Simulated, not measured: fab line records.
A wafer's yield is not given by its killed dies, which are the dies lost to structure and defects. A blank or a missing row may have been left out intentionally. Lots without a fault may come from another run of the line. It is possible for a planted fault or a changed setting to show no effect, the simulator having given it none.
Which tool did it? | flow nand-harc | 12 lots, 36 wafers sampled, at 6 steps of a route of 1159

WHAT THE GAUGES SHOWED, per wafer
NHARC_P_STI_CD_MEAS_09: the cd target is 200 nm.
lot  | measured    | on        | cd-nm (nm)
L125 | day 2 13:11 | cd-sem-03 | 200.3 199.5 200.8
L126 | day 2 13:21 | cd-sem-03 | 199.0 196.9 195.5
L128 | day 3 03:29 | cd-sem-03 | 202.9 201.9 202.6
L129 | day 3 10:55 | cd-sem-03 | 196.9 200.5 201.0
L130 | day 3 18:25 | cd-sem-03 | 202.6 198.9 200.3
L131 | day 3 22:48 | cd-sem-03 | 203.8 204.0 201.1
L134 | day 4 18:35 | cd-sem-01 | 200.1 197.9 196.0
L135 | day 5 00:27 | cd-sem-01 | 205.3 203.3 203.6
L136 | day 5 06:02 | cd-sem-03 | 201.5 196.9 201.1
L138 | day 5 16:32 | cd-sem-03 | 202.0 202.0 203.9
L145 | day 7 12:46 | cd-sem-02 | 198.9 197.5 196.8
L148 | day 8 04:44 | cd-sem-01 | 201.9 204.7 201.9

NHARC_P_GATE_CD_MEAS_11: the cd target is 1640 nm.
lot  | measured    | on        | cd-nm (nm)
L125 | day 4 04:04 | cd-sem-01 | 1642.7 1642.7 1641.2
L126 | day 4 04:14 | cd-sem-03 | 1639.5 1640.0 1638.4
L128 | day 4 17:36 | cd-sem-03 | 1645.0 1644.5 1643.0
L129 | day 5 01:16 | cd-sem-03 | 1636.3 1638.6 1640.5
L130 | day 5 06:55 | cd-sem-02 | 1640.4 1637.5 1640.9
L131 | day 5 13:35 | cd-sem-02 | 1639.3 1638.9 1641.7
L134 | day 6 08:01 | cd-sem-02 | 1642.1 1638.9 1639.3
L135 | day 6 15:50 | cd-sem-03 | 1635.1 1638.2 1639.2
L136 | day 7 06:49 | cd-sem-01 | - - -
L138 | day 7 06:28 | cd-sem-02 | 1641.4 1638.9 1641.6
L145 | day 9 02:16 | cd-sem-03 | 1637.3 1636.9 1639.9
L148 | day 9 21:12 | cd-sem-01 | 1637.0 1635.9 1637.2

NHARC_END_SORT_01.
lot  | measured     | on        | killed-at-array | killed-at-other | killed-at-periphery | killed-dies | killed-open | killed-short
L136 | day 23 10:12 | prober-01 | 37 16 31        | 0 0 0           | 640 661 646         | 677 677 677 | 4 3 3       | 2 1 3

WHAT TOOL EACH LOT RAN ON (gives the tool, then ch and the chambers of the sampled wafers, and finally the start)
lot  | NHARC_P_GATE_EXPOSE_08           | NHARC_P_GATE_DESCUM_31            | NHARC_P_GATE_ETCH_104
L125 | krf-scanner-04 ch 0, day 4 03:55 | rie-diel-13 ch 1,2, day 4 20:39   | rie-diel-13 ch 0,3, day 4 20:44
L126 | krf-scanner-03 ch 0, day 4 04:04 | rie-diel-04 ch 2,3, day 4 20:29   | rie-diel-04 ch 0,1, day 4 20:34
L128 | krf-scanner-02 ch 0, day 4 17:26 | rie-diel-04 ch 1,2,3, day 5 09:01 | rie-diel-04 ch 1,2, day 5 09:28
L129 | krf-scanner-03 ch 0, day 5 01:06 | rie-diel-06 ch 1,2, day 5 17:20   | rie-diel-06 ch 1,2,3, day 5 17:25
L130 | krf-scanner-02 ch 0, day 5 06:46 | rie-diel-13 ch 0,1,2, day 5 22:40 | rie-diel-13 ch 0,2,3, day 5 22:44
L131 | krf-scanner-04 ch 0, day 5 13:26 | rie-diel-13 ch 0,3, day 6 07:05   | rie-diel-13 ch 1,3, day 6 07:17
L134 | krf-scanner-03 ch 0, day 6 07:52 | rie-diel-04 ch 1,2,3, day 6 23:36 | rie-diel-04 ch 0,1,2, day 6 23:41
L135 | krf-scanner-04 ch 0, day 6 15:41 | rie-diel-04 ch 0,3, day 7 05:45   | rie-diel-04 ch 2,3, day 7 05:50
L136 | krf-scanner-03 ch 0, day 7 06:38 | rie-diel-06 ch 0,2,3, day 7 20:45 | rie-diel-06 ch 0,1, day 7 20:50
L138 | krf-scanner-04 ch 0, day 7 06:18 | rie-diel-13 ch 0,1,2, day 7 19:59 | rie-diel-13 ch 1,2, day 7 20:04
L145 | krf-scanner-03 ch 0, day 9 02:07 | rie-diel-04 ch 0,2,3, day 9 15:51 | rie-diel-04 ch 0,2, day 9 16:04
L148 | krf-scanner-03 ch 0, day 9 21:02 | rie-diel-04 ch 2,3, day 10 12:52  | rie-diel-04 ch 0,1,3, day 10 12:56
- NHARC_P_GATE_EXPOSE_08: exposes mask P HV.
- NHARC_P_GATE_DESCUM_31: chemistry O2, time 3 s.
- NHARC_P_GATE_ETCH_104: etches the open film in CF4/CHF3, target depth 60 nm.

AS READ BY THE TOOLS THEMSELVES (means over the sampled wafers that have a number; for cases with no such wafer, the mark the record gives instead)
NHARC_P_GATE_EXPOSE_08.
lot  | tool           | reticle-temp-C (C)
L125 | krf-scanner-04 | 22.96
L126 | krf-scanner-03 | 22.96
L128 | krf-scanner-02 | 22.90
L129 | krf-scanner-03 | 22.97
L130 | krf-scanner-02 | 22.88
L131 | krf-scanner-04 | 22.91
L134 | krf-scanner-03 | 22.99
L135 | krf-scanner-04 | 23.01
L136 | krf-scanner-03 | 22.86
L138 | krf-scanner-04 | 23.06
L145 | krf-scanner-03 | 22.88
L148 | krf-scanner-03 | 22.98

NHARC_P_GATE_DESCUM_31.
lot  | tool        | drypump-motor-current-A (A) | oes-product-au (a.u.) | rf-vpp-V (V) | showerhead-plenum-p-Torr (Torr) | throttle-valve-pct (%)
L125 | rie-diel-13 | 5.7                         | 1.012                 | 57.1         | 1.81                            | 11.320
L126 | rie-diel-04 | 5.6                         | 1.003                 | 58.2         | 1.88                            | 11.309
L128 | rie-diel-04 | 5.5                         | 1.000                 | 58.2         | 1.93                            | 11.312
L129 | rie-diel-06 | 6.5                         | 0.996                 | 58.4         | 2.00                            | 11.313
L130 | rie-diel-13 | 5.8                         | 0.998                 | 57.2         | 1.86                            | 11.309
L131 | rie-diel-13 | 5.5                         | 0.991                 | 56.9         | 1.85                            | 11.308
L134 | rie-diel-04 | 5.4                         | 1.000                 | 57.5         | 1.93                            | 11.310
L135 | rie-diel-04 | 5.3                         | 1.001                 | 57.2         | 1.87                            | 11.312
L136 | rie-diel-06 | 6.2                         | 1.006                 | 58.6         | 1.91                            | 11.317
L138 | rie-diel-13 | 5.8                         | 0.996                 | 58.1         | 1.86                            | 11.297
L145 | rie-diel-04 | 5.6                         | 0.998                 | 58.3         | 1.89                            | 11.312
L148 | rie-diel-04 | 5.3                         | 0.991                 | 57.9         | 1.84                            | 11.305

NHARC_P_GATE_ETCH_104.
lot  | tool        | drypump-motor-current-A (A) | oes-product-au (a.u.) | rf-vpp-V (V) | showerhead-plenum-p-Torr (Torr) | throttle-valve-pct (%)
L125 | rie-diel-13 | 5.5                         | 0.947                 | 369.6        | 1.52                            | 16.797
L126 | rie-diel-04 | 5.6                         | 0.934                 | 373.0        | 1.66                            | 16.813
L128 | rie-diel-04 | 5.5                         | 0.933                 | 372.9        | 1.64                            | 16.797
L129 | rie-diel-06 | 6.4                         | 0.971                 | 371.0        | 1.59                            | 16.806
L130 | rie-diel-13 | 5.8                         | 0.942                 | 369.4        | 1.52                            | 16.801
L131 | rie-diel-13 | 5.3                         | 0.947                 | 368.3        | 1.50                            | 16.803
L134 | rie-diel-04 | 5.7                         | 0.920                 | 372.4        | 1.62                            | 16.795
L135 | rie-diel-04 | 5.3                         | 0.924                 | 368.7        | 1.53                            | 16.799
L136 | rie-diel-06 | 6.3                         | 0.978                 | 372.8        | 1.64                            | 16.797
L138 | rie-diel-13 | 6.1                         | 0.969                 | 367.7        | 1.48                            | 16.796
L145 | rie-diel-04 | 5.8                         | 0.949                 | 371.1        | 1.59                            | 16.803
L148 | rie-diel-04 | 5.5                         | 0.927                 | 370.9        | 1.60                            | 16.805

THE ANSWER, worked out from the rows above alone
Rule: the usual values come from the lots themselves. Put in order of their means at a reading, lots are off if they are a third of the lots or fewer, leave a main group of 4 or more, and stand apart from it by a gap of 3 or more times the standard deviation of the main group's means; of several such gaps the widest counts. The tables above print the reading to a certain number of digits; a main group whose means all agree to those digits is not used. Also off: a lot with no number at a reading for which 4 or more lots have one. All remaining lots with rows at the step are treated as sound. After the gauges, taken in route order, come the tools' own readings; for these a lot's mean is taken, as printed above. At the first step where some lot is off, the reading lying furthest off is the one used; lots without a number count as furthest.
Off: L136 (NHARC_P_GATE_CD_MEAS_11, cd-nm). Without a number there: L136. The main group has a mean of 1639.7 nm with a standard deviation of 2.
If a tool, at a process step before that reading, ran all the lots that are off and no sound lot after the first of them, it fits. Gauges at NHARC_P_GATE_CD_MEAS_11: tried the same way as those tools. Not one of the candidates tried fits.

WHAT WAS PUT IN BY THE SIMULATOR
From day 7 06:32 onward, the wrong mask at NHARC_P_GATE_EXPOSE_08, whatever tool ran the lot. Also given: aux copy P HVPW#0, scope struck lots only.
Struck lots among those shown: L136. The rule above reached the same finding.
